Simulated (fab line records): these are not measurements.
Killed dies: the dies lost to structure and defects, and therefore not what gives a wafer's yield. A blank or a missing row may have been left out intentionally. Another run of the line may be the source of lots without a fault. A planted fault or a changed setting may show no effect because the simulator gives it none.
fab line records	flow nand_harc	part 1 of 2: steps 1 to 20 of 27
[record] lots = 5	wafers = 15	last_day = 23
route steps=1159 shown A_STAIRCASE@536
lots that met no fault: taken from a fault-free run of the same line
start_h: hours from the record's opening day to when the first of the lot's shown wafers began	wait_h: time in hours since the lot's previous step	" the same as in the row above	L1.1+2: one row covering several wafers at once	- value missing, or start not given	* or withheld: withheld	< > ~ a bound
route shown NAME@n: names a module that has steps shown in the file, with the first one's number in the route	usual: average and standard deviation across the fault-free wafers	same: alike in all rows	chamber/n: place in a boat	sites: each site's reading	_std_site: standard deviation of those values	_edge_site: mean of outer sites minus mean of inner sites	radius_mm: for every site, how far away it sits from the centre of the wafer	mask NAME#n: copy n	behind: the last tool/chamber to shape the wafer	hold: reason for holding the lot/hours on hold/outcome of the hold	device: the transistor (n, p or np) that didn't switch	end of line: the route-end tests of the same wafers	a step with no rows: only its recipe	killed: not the wafer's yield, but the dies lost to structure and defects at the first sort	map: a wafer's dies, marking killed ones x, the rest . and places with no die _
set.NAME: the setting that was run; set.NAME@STEP: the one run at that earlier step	model.NAME: the simulator's own value behind a step, which no gauge read
lots at selected steps of the route; one table per step, one row per wafer
services: when a tool's chamber went out of use (start_h, in hours from the record's first day, below 0 if earlier), for how many hours, and the reason
[[steps]]
[step NHARC_A_STAIRCASE_SRD_174]
lot.wafer	tool	chamber	start_h	wait_h
L078.1+3+4	wet_bench-06	3,6,7	-	-
L080.4+3+1	wet_bench-06	5,1,2	-	-
L083.5+3+2	wet_bench-02	1,2,4	-	-
L087.3+2+6	wet_bench-04	0,4,5	-	-
L092.4+5+1	wet_bench-04	5,0,1	-	-
[step NHARC_A_STAIRCASE_DEHYDRATE_01]
[recipe] temp_c = 150	time_s = 120
[usual] chill_plate_temp_C = 22.97/0.11
lot.wafer	tool	chamber	start_h	wait_h	chill_plate_temp_C
L078.1	litho_track-02	0	259.85	-	23.05
L078.3	"	0	"	"	22.92
L078.4	"	0	"	"	23.19
L080.1	litho_track-03	0	265.64	-	23.14
L080.3	"	0	"	"	22.99
L080.4	"	0	"	"	22.93
L083.2	litho_track-02	0	283.90	-	23.02
L083.3	"	0	"	"	22.99
L083.5	"	0	"	"	23.17
L087.2	litho_track-03	0	317.56	-	22.98
L087.3	"	0	"	"	23.03
L087.6	"	0	"	"	23.04
L092.1	litho_track-03	0	338.34	-	23.00
L092.4	"	0	"	"	23.12
L092.5	"	0	"	"	23.07
[step NHARC_A_STAIRCASE_HMDS_02]
[recipe] time_s = 30
[usual] chill_plate_temp_C = 23.00/0.1
lot.wafer	tool	chamber	start_h	wait_h	chill_plate_temp_C
L078.1	litho_track-02	0	-	-	22.88
L078.3	"	0	"	"	23.02
L078.4	"	0	"	"	23.08
L080.1	litho_track-03	0	-	-	23.17
L080.3	"	0	"	"	23.10
L080.4	"	0	"	"	23.02
L083.2	litho_track-02	0	-	-	23.06
L083.3	"	0	"	"	23.13
L083.5	"	0	"	"	23.06
L087.2	litho_track-03	0	-	-	22.99
L087.3	"	0	"	"	22.98
L087.6	"	0	"	"	22.93
L092.1	litho_track-03	0	-	-	22.92
L092.4	"	0	"	"	22.94
L092.5	"	0	"	"	22.92
[step NHARC_A_STAIRCASE_COAT_03]
[recipe] spin_rpm = 1200
[usual] chill_plate_temp_C = 23.00/0.1
lot.wafer	tool	chamber	start_h	wait_h	chill_plate_temp_C
L078.1	litho_track-02	0	-	-	23.13
L078.3	"	0	"	"	22.92
L078.4	"	0	"	"	23.05
L080.1	litho_track-03	0	-	-	22.99
L080.3	"	0	"	"	22.91
L080.4	"	0	"	"	22.98
L083.2	litho_track-02	0	-	-	23.02
L083.3	"	0	"	"	22.86
L083.5	"	0	"	"	22.81
L087.2	litho_track-03	0	-	-	22.97
L087.3	"	0	"	"	22.86
L087.6	"	0	"	"	22.94
L092.1	litho_track-03	0	-	-	22.98
L092.4	"	0	"	"	22.99
L092.5	"	0	"	"	23.10
[step NHARC_A_STAIRCASE_SOFTBAKE_04]
[recipe] temp_c = 135	time_s = 170
[usual] chill_plate_temp_C = 23.00/0.11
lot.wafer	tool	chamber	start_h	wait_h	chill_plate_temp_C
L078.1	litho_track-02	0	-	-	22.82
L078.3	"	0	"	"	22.97
L078.4	"	0	"	"	23.06
L080.1	litho_track-03	0	-	-	22.93
L080.3	"	0	"	"	22.85
L080.4	"	0	"	"	22.87
L083.2	litho_track-02	0	-	-	22.97
L083.3	"	0	"	"	22.87
L083.5	"	0	"	"	22.88
L087.2	litho_track-03	0	-	-	22.87
L087.3	"	0	"	"	22.91
L087.6	"	0	"	"	22.98
L092.1	litho_track-03	0	-	-	22.87
L092.4	"	0	"	"	23.12
L092.5	"	0	"	"	23.06
[step NHARC_A_STAIRCASE_EBR_05]
[usual] chill_plate_temp_C = 22.99/0.11
lot.wafer	tool	chamber	start_h	wait_h	chill_plate_temp_C
L078.1	litho_track-02	0	-	-	23.10
L078.3	"	0	"	"	22.89
L078.4	"	0	"	"	22.93
L080.1	litho_track-03	0	-	-	22.90
L080.3	"	0	"	"	22.83
L080.4	"	0	"	"	22.97
L083.2	litho_track-02	0	-	-	23.01
L083.3	"	0	"	"	22.84
L083.5	"	0	"	"	22.87
L087.2	litho_track-03	0	-	-	22.99
L087.3	"	0	"	"	22.93
L087.6	"	0	"	"	23.09
L092.1	litho_track-03	0	-	-	22.99
L092.4	"	0	"	"	22.98
L092.5	"	0	"	"	23.02
[step NHARC_A_STAIRCASE_EXPOSE_06]
[recipe] na = 0.5	dose_mj = 25.43	mask_id = STAIR
lot.wafer	tool	chamber	start_h	wait_h	mask
L078.1+3+4	krf_scanner-04	0	260.18	-	STAIR#0
L080.1+3+4	krf_scanner-04	0	265.97	-	STAIR#0
L083.2+3+5	krf_scanner-04	0	284.11	-	STAIR#0
L087.2+3+6	krf_scanner-02	0	317.77	-	STAIR#0
L092.1+4+5	krf_scanner-03	0	338.73	-	STAIR#0
[step NHARC_A_STAIRCASE_PEB_07]
[recipe] peb_temp_c = 115	peb_time_s = 130
[usual] chill_plate_temp_C = 23.01/0.1
[same] peb_time_s = 130
lot.wafer	tool	chamber	start_h	wait_h	chill_plate_temp_C
L078.1	litho_track-03	0	260.25	0.1	23.05
L078.3	"	0	"	"	23.13
L078.4	"	0	"	"	22.96
L080.1	litho_track-05	0	266.04	0.1	23.03
L080.3	"	0	"	"	22.97
L080.4	"	0	"	"	22.99
L083.2	litho_track-03	0	284.17	0.1	22.90
L083.3	"	0	"	"	23.06
L083.5	"	0	"	"	22.84
L087.2	litho_track-02	0	317.84	0.1	23.15
L087.3	"	0	"	"	22.99
L087.6	"	0	"	"	23.36
L092.1	litho_track-05	0	338.80	0.1	22.97
L092.4	"	0	"	"	23.01
L092.5	"	0	"	"	22.97
[step NHARC_A_STAIRCASE_DEVELOP_08]
[recipe] time_s = 140
[usual] chill_plate_temp_C = 22.98/0.12
lot.wafer	tool	chamber	start_h	wait_h	chill_plate_temp_C
L078.1	litho_track-03	0	-	-	23.12
L078.3	"	0	"	"	23.12
L078.4	"	0	"	"	23.08
L080.1	litho_track-05	0	-	-	22.84
L080.3	"	0	"	"	22.96
L080.4	"	0	"	"	22.97
L083.2	litho_track-03	0	-	-	22.97
L083.3	"	0	"	"	23.03
L083.5	"	0	"	"	23.12
L087.2	litho_track-02	0	-	-	23.03
L087.3	"	0	"	"	23.15
L087.6	"	0	"	"	23.17
L092.1	litho_track-05	0	-	-	22.91
L092.4	"	0	"	"	22.85
L092.5	"	0	"	"	22.89
[step NHARC_A_STAIRCASE_HARDBAKE_10]
[recipe] temp_c = 120	time_s = 140
[usual] chill_plate_temp_C = 22.99/0.096
lot.wafer	tool	chamber	start_h	wait_h	chill_plate_temp_C
L078.1	litho_track-03	0	260.47	-	22.92
L078.3	"	0	"	"	23.12
L078.4	"	0	"	"	22.91
L080.1	litho_track-03	0	266.25	-	23.04
L080.3	"	0	"	"	23.03
L080.4	"	0	"	"	23.06
L083.2	litho_track-02	0	284.39	-	22.98
L083.3	"	0	"	"	22.79
L083.5	"	0	"	"	22.77
L087.2	litho_track-02	0	318.06	-	22.99
L087.3	"	0	"	"	22.91
L087.6	"	0	"	"	22.90
L092.1	litho_track-05	0	339.02	-	22.92
L092.4	"	0	"	"	23.01
L092.5	"	0	"	"	23.04
[step NHARC_A_STAIRCASE_DESCUM_11]
[recipe] time_s = 3	o2_flow_sccm = 200	ar_flow_sccm = 0	bias_power_w = 0	chemistry = O2
[usual] drypump_motor_current_A = 5.6/0.35	oes_product_au = 1.002/0.01	rf_vpp_V = 57.8/0.95	showerhead_plenum_p_Torr = 1.91/0.11	throttle_valve_pct = 11.311/0.0088
lot.wafer	tool	chamber	start_h	wait_h	drypump_motor_current_A	oes_product_au	rf_hours_counter_h	rf_vpp_V	showerhead_plenum_p_Torr	throttle_valve_pct
L078.1	rie_diel-02	2	260.56	-	5.9	0.996	36	59.0	2.06	11.314
L078.3	"	3	"	"	5.6	0.992	37	57.3	1.81	11.313
L078.4	"	0	"	"	5.8	1.003	37	58.3	1.92	11.306
L080.4	rie_diel-09	1	266.47	-	5.2	0.992	1	58.5	2.01	11.304
L080.3	"	2	"	"	5.6	1.005	2	57.9	1.94	11.323
L080.1	"	0	"	"	5.5	1.019	1	57.9	1.82	11.309
L083.2	rie_diel-09	1	284.48	-	5.2	0.986	8	57.4	2.01	11.311
L083.3	"	2	"	"	5.6	1.011	11	57.2	1.93	11.311
L083.5	"	1	"	"	5.2	0.975	-	59.2	2.01	11.328
L087.2	rie_diel-09	0	318.15	-	5.5	0.998	21	57.1	1.81	11.301
L087.3	"	3	"	"	6.2	1.007	24	58.5	2.05	11.314
L087.6	"	0	"	"	5.5	1.009	-	58.2	1.81	11.294
L092.1	rie_diel-03	0	339.13	-	5.2	1.020	43	58.3	1.83	11.319
L092.4	"	1	"	"	5.7	0.998	42	56.0	1.77	11.304
L092.5	"	2	"	"	5.3	1.002	-	58.3	2.06	11.310
[step NHARC_A_STAIRCASE_TRIM_12]
[recipe] time_s = 211.2	o2_flow_sccm = 500	ar_flow_sccm = 0	bias_w = 0	chemistry = O2
[usual] drypump_motor_current_A = 5.7/0.35	oes_product_au = 1.004/0.0091	rf_vpp_V = 57.7/0.8	showerhead_plenum_p_Torr = 3.52/0.19	throttle_valve_pct = 17.036/0.0091
lot.wafer	tool	chamber	start_h	wait_h	drypump_motor_current_A	oes_product_au	rf_hours_counter_h	rf_vpp_V	showerhead_plenum_p_Torr	throttle_valve_pct
L078.1	rie_diel-02	3	260.65	0.1	5.6	0.996	37	55.8	3.35	17.049
L078.4	"	0	"	"	5.8	1.001	37	58.5	3.54	17.034
L078.3	"	2	"	"	5.9	0.995	36	59.3	3.79	17.042
L080.4	rie_diel-09	3	266.67	0.2	6.2	0.998	2	57.9	3.77	17.034
L080.3	"	0	"	"	5.5	1.018	2	57.2	3.36	17.048
L080.1	"	1	"	"	5.2	0.982	2	58.4	3.69	17.036
L083.2	rie_diel-09	0	284.58	0.1	5.6	1.017	10	57.7	3.36	17.047
L083.3	"	1	"	"	5.2	0.995	8	57.9	3.69	17.046
L083.5	"	3	"	"	6.2	1.001	-	58.3	3.77	17.035
L087.2	rie_diel-09	0	318.25	0.1	5.5	1.015	21	57.8	3.35	17.033
L087.3	"	2	"	"	5.6	1.002	21	58.3	3.56	17.045
L087.6	"	0	"	"	5.5	1.002	-	56.8	3.35	17.031
L092.4	rie_diel-03	0	339.25	0.1	5.3	1.011	43	57.4	3.40	17.027
L092.1	"	3	"	"	6.3	1.005	45	57.8	3.31	17.040
L092.5	"	1	"	"	5.7	1.015	-	56.4	3.28	17.025
[step NHARC_A_STAIRCASE_ETCH_13]
[recipe] target_depth_a = 1000	time_s = 40.5	ion_energy_ev = 400	c4f8_flow_sccm = 20	o2_flow_sccm = 10	ar_flow_sccm = withheld	rf_w = 600	bias_w = 1000	chemistry = C4F8/O2
[usual] oes_product_au = 0.941/0.013	rf_vpp_V = 896/6.8
lot.wafer	tool	chamber	start_h	wait_h	oes_product_au	rf_hours_counter_h	rf_vpp_V
L078.1	rie_diel-02	0	-	-	0.950	37	896
L078.4	"	1	"	"	0.943	39	897
L078.3	"	3	"	"	0.937	37	889
L080.4	rie_diel-09	3	-	-	0.926	3	906
L080.1	"	1	"	"	0.922	2	901
L080.3	"	2	"	"	0.934	3	898
L083.3	rie_diel-09	2	-	-	0.964	11	896
L083.2	"	3	"	"	0.950	12	905
L083.5	"	1	"	"	0.925	-	901
L087.3	rie_diel-09	3	-	-	0.940	24	904
L087.2	"	2	"	"	0.949	21	898
L087.6	"	3	"	"	0.948	-	904
L092.1	rie_diel-03	2	-	-	0.929	44	904
L092.4	"	1	"	"	0.937	43	887
L092.5	"	2	"	"	0.934	-	904
[step NHARC_A_STAIRCASE_TRIM_14]
[recipe] time_s = 211.2	o2_flow_sccm = 500	ar_flow_sccm = 0	bias_w = 0	chemistry = O2
[usual] drypump_motor_current_A = 5.7/0.35	oes_product_au = 1.003/0.011	rf_vpp_V = 57.8/0.99	showerhead_plenum_p_Torr = 3.52/0.19	throttle_valve_pct = 17.037/0.0076
lot.wafer	tool	chamber	start_h	wait_h	drypump_motor_current_A	oes_product_au	rf_hours_counter_h	rf_vpp_V	showerhead_plenum_p_Torr	throttle_valve_pct
L078.1	rie_diel-02	0	-	-	5.8	1.009	38	58.1	3.54	17.018
L078.3	"	1	"	"	5.6	0.990	39	58.8	3.56	17.053
L078.4	"	3	"	"	5.6	0.998	37	56.5	3.35	17.035
L080.4	rie_diel-09	3	-	-	6.2	0.999	3	59.2	3.77	17.026
L080.1	"	0	"	"	5.6	1.015	2	57.6	3.36	17.032
L080.3	"	1	"	"	5.2	0.985	2	59.4	3.69	17.042
L083.2	rie_diel-09	3	-	-	6.2	0.999	12	59.1	3.77	17.052
L083.3	"	2	"	"	5.6	1.007	11	57.9	3.56	17.047
L083.5	"	3	"	"	6.2	0.994	-	58.6	3.77	17.059
L087.3	rie_diel-09	3	-	-	6.2	1.013	24	59.2	3.76	17.030
L087.2	"	1	"	"	5.2	0.983	18	59.6	3.68	17.035
L087.6	"	3	"	"	6.2	1.005	-	58.1	3.76	17.044
L092.4	rie_diel-03	0	-	-	5.2	1.015	43	58.6	3.39	17.038
L092.1	"	1	"	"	5.7	1.000	43	56.5	3.28	17.036
L092.5	"	0	"	"	5.2	1.011	-	56.1	3.40	17.038
[step NHARC_A_STAIRCASE_ETCH_15]
[recipe] target_depth_a = 1000	time_s = 40.5	ion_energy_ev = 400	c4f8_flow_sccm = 20	o2_flow_sccm = 10	ar_flow_sccm = withheld	rf_w = 600	bias_w = 1000	chemistry = C4F8/O2
[usual] oes_product_au = 0.944/0.012	rf_vpp_V = 896/6.7
lot.wafer	tool	chamber	start_h	wait_h	oes_product_au	rf_hours_counter_h	rf_vpp_V
L078.4	rie_diel-02	0	-	-	0.946	38	896
L078.1	"	2	"	"	0.927	37	905
L078.3	"	3	"	"	0.923	37	889
L080.1	rie_diel-09	2	-	-	0.950	3	899
L080.3	"	3	"	"	0.939	3	904
L080.4	"	0	"	"	0.940	2	891
L083.2	rie_diel-09	1	-	-	0.927	9	901
L083.3	"	2	"	"	0.952	11	897
L083.5	"	0	"	"	0.961	-	890
L087.2	rie_diel-09	1	-	-	0.934	19	900
L087.3	"	2	"	"	0.953	21	897
L087.6	"	0	"	"	0.948	-	889
L092.1	rie_diel-03	2	-	-	0.940	44	905
L092.4	"	3	"	"	0.935	45	887
L092.5	"	2	"	"	0.948	-	907
[step NHARC_A_STAIRCASE_TRIM_16]
[recipe] time_s = 211.2	o2_flow_sccm = 500	ar_flow_sccm = 0	bias_w = 0	chemistry = O2
[usual] drypump_motor_current_A = 5.6/0.34	oes_product_au = 1.004/0.011	rf_vpp_V = 57.7/0.97	showerhead_plenum_p_Torr = 3.53/0.19	throttle_valve_pct = 17.037/0.0088
lot.wafer	tool	chamber	start_h	wait_h	drypump_motor_current_A	oes_product_au	rf_hours_counter_h	rf_vpp_V	showerhead_plenum_p_Torr	throttle_valve_pct
L078.1	rie_diel-02	0	-	-	5.8	1.006	38	58.3	3.54	17.045
L078.4	"	1	"	"	5.6	0.973	39	57.5	3.56	17.037
L078.3	"	2	"	"	5.9	1.002	37	56.7	3.79	17.038
L080.3	rie_diel-09	2	-	-	5.6	1.022	3	56.5	3.57	17.025
L080.4	"	3	"	"	6.2	1.003	3	59.0	3.77	17.032
L080.1	"	0	"	"	5.6	1.019	2	58.2	3.36	17.031
L083.3	rie_diel-09	0	-	-	5.6	1.017	10	57.3	3.36	17.029
L083.2	"	2	"	"	5.6	1.008	11	58.6	3.56	17.023
L083.5	"	3	"	"	6.2	1.000	-	55.8	3.76	17.047
L087.3	rie_diel-09	2	-	-	5.6	1.002	22	58.4	3.56	17.031
L087.2	"	3	"	"	6.2	1.006	24	60.5	3.76	17.058
L087.6	"	2	"	"	5.6	1.008	-	58.1	3.56	17.032
L092.1	rie_diel-03	1	-	-	5.7	0.999	43	58.6	3.28	17.043
L092.4	"	0	"	"	5.2	1.011	44	58.1	3.40	17.038
L092.5	"	1	"	"	5.7	1.009	-	56.7	3.28	17.027
[step NHARC_A_STAIRCASE_ETCH_17]
[recipe] target_depth_a = 1000	time_s = 40.5	ion_energy_ev = 400	c4f8_flow_sccm = 20	o2_flow_sccm = 10	ar_flow_sccm = withheld	rf_w = 600	bias_w = 1000	chemistry = C4F8/O2
[usual] oes_product_au = 0.944/0.012	rf_vpp_V = 896/6.8
lot.wafer	tool	chamber	start_h	wait_h	oes_product_au	rf_hours_counter_h	rf_vpp_V
L078.3	rie_diel-02	1	-	-	0.936	39	897
L078.4	"	3	"	"	0.932	37	890
L078.1	"	0	"	"	0.955	38	898
L080.4	rie_diel-09	0	-	-	0.954	2	890
L080.1	"	2	"	"	0.950	3	895
L080.3	"	3	"	"	0.952	3	904
L083.2	rie_diel-09	0	-	-	0.938	10	890
L083.3	"	1	"	"	0.922	9	902
L083.5	"	3	"	"	0.938	-	904
L087.3	rie_diel-09	1	-	-	0.931	19	900
L087.2	"	0	"	"	0.967	22	890
L087.6	"	1	"	"	0.934	-	900
L092.4	rie_diel-03	2	-	-	0.955	44	905
L092.1	"	0	"	"	0.947	44	891
L092.5	"	2	"	"	0.946	-	905
[step NHARC_A_STAIRCASE_TRIM_18]
[recipe] time_s = 211.2	o2_flow_sccm = 500	ar_flow_sccm = 0	bias_w = 0	chemistry = O2
[usual] drypump_motor_current_A = 5.7/0.35	oes_product_au = 1.003/0.011	rf_vpp_V = 57.8/0.88	showerhead_plenum_p_Torr = 3.53/0.19	throttle_valve_pct = 17.036/0.0081
lot.wafer	tool	chamber	start_h	wait_h	drypump_motor_current_A	oes_product_au	rf_hours_counter_h	rf_vpp_V	showerhead_plenum_p_Torr	throttle_valve_pct
L078.3	rie_diel-02	0	-	-	5.8	0.996	38	58.4	3.54	17.037
L078.4	"	1	"	"	5.6	0.986	40	59.7	3.56	17.031
L078.1	"	3	"	"	5.6	1.004	37	56.8	3.35	17.035
L080.3	rie_diel-09	3	-	-	6.2	1.003	4	58.7	3.77	17.034
L080.4	"	0	"	"	5.5	1.010	3	58.1	3.36	17.039
L080.1	"	1	"	"	5.2	0.981	2	59.0	3.69	17.034
L083.2	rie_diel-09	0	-	-	5.6	1.003	10	58.0	3.36	17.035
L083.3	"	1	"	"	5.2	0.982	9	58.3	3.69	17.028
L083.5	"	0	"	"	5.6	1.021	-	57.7	3.36	17.046
L087.2	rie_diel-09	3	-	-	6.2	1.002	25	58.5	3.76	17.041
L087.3	"	1	"	"	5.2	0.982	19	57.8	3.68	17.035
L087.6	"	2	"	"	5.6	1.017	-	58.7	3.56	17.039
L092.1	rie_diel-03	3	-	-	6.2	1.000	45	58.7	3.31	17.027
L092.4	"	1	"	"	5.7	1.012	43	57.7	3.28	17.041
L092.5	"	3	"	"	6.2	0.992	-	57.6	3.31	17.026
[step NHARC_A_STAIRCASE_ETCH_19]
[recipe] target_depth_a = 1000	time_s = 40.5	ion_energy_ev = 400	c4f8_flow_sccm = 20	o2_flow_sccm = 10	ar_flow_sccm = withheld	rf_w = 600	bias_w = 1000	chemistry = C4F8/O2
[usual] oes_product_au = 0.944/0.012	rf_vpp_V = 896/6.7
lot.wafer	tool	chamber	start_h	wait_h	oes_product_au	rf_hours_counter_h	rf_vpp_V
L078.3	rie_diel-02	3	-	-	0.924	37	889
L078.1	"	0	"	"	0.929	38	897
L078.4	"	1	"	"	0.929	40	898
L080.3	rie_diel-09	3	-	-	0.935	4	906
L080.1	"	0	"	"	0.964	3	891
L080.4	"	2	"	"	0.940	4	897
L083.3	rie_diel-09	0	-	-	0.941	10	890
L083.2	"	2	"	"	0.965	11	898
L083.5	"	3	"	"	0.940	-	902
L087.2	rie_diel-09	2	-	-	0.948	22	897
L087.3	"	0	"	"	0.946	22	889
L087.6	"	1	"	"	0.928	-	900
L092.4	rie_diel-03	3	-	-	0.938	45	889
L092.1	"	1	"	"	0.944	43	886
L092.5	"	3	"	"	0.944	-	889
[step NHARC_A_STAIRCASE_TRIM_20]
[recipe] time_s = 211.2	o2_flow_sccm = 500	ar_flow_sccm = 0	bias_w = 0	chemistry = O2
[usual] drypump_motor_current_A = 5.7/0.33	oes_product_au = 1.002/0.011	rf_vpp_V = 57.7/1	showerhead_plenum_p_Torr = 3.53/0.18	throttle_valve_pct = 17.037/0.0082
lot.wafer	tool	chamber	start_h	wait_h	drypump_motor_current_A	oes_product_au	rf_hours_counter_h	rf_vpp_V	showerhead_plenum_p_Torr	throttle_valve_pct
L078.1	rie_diel-02	3	261.97	0.1	5.6	0.989	37	58.7	3.35	17.043
L078.4	"	0	"	"	5.8	0.994	38	58.0	3.54	17.042
L078.3	"	2	"	"	5.9	0.998	37	57.0	3.79	17.041
L080.3	rie_diel-02	1	268.16	0.1	5.6	0.979	44	57.5	3.56	17.031
L080.1	"	3	"	"	5.6	1.000	40	55.4	3.35	17.028
L080.4	"	0	"	"	5.8	1.003	42	57.8	3.54	17.032
L083.2	rie_diel-09	0	285.64	0.1	5.5	1.005	11	56.8	3.36	17.041
L083.3	"	1	"	"	5.2	0.980	9	57.8	3.69	17.043
L083.5	"	0	"	"	5.5	1.008	-	57.3	3.36	17.031
L087.2	rie_diel-03	0	319.86	0.1	5.3	1.015	35	57.3	3.40	17.042
L087.3	"	2	"	"	5.3	1.009	35	59.6	3.79	17.031
L087.6	"	0	"	"	5.3	1.018	-	55.4	3.40	17.025
L092.4	rie_diel-09	1	340.28	0.1	5.2	0.997	28	56.6	3.68	17.022
L092.1	"	3	"	"	6.2	1.015	34	56.9	3.75	17.045
L092.5	"	2	"	"	5.6	1.017	-	56.1	3.55	17.043
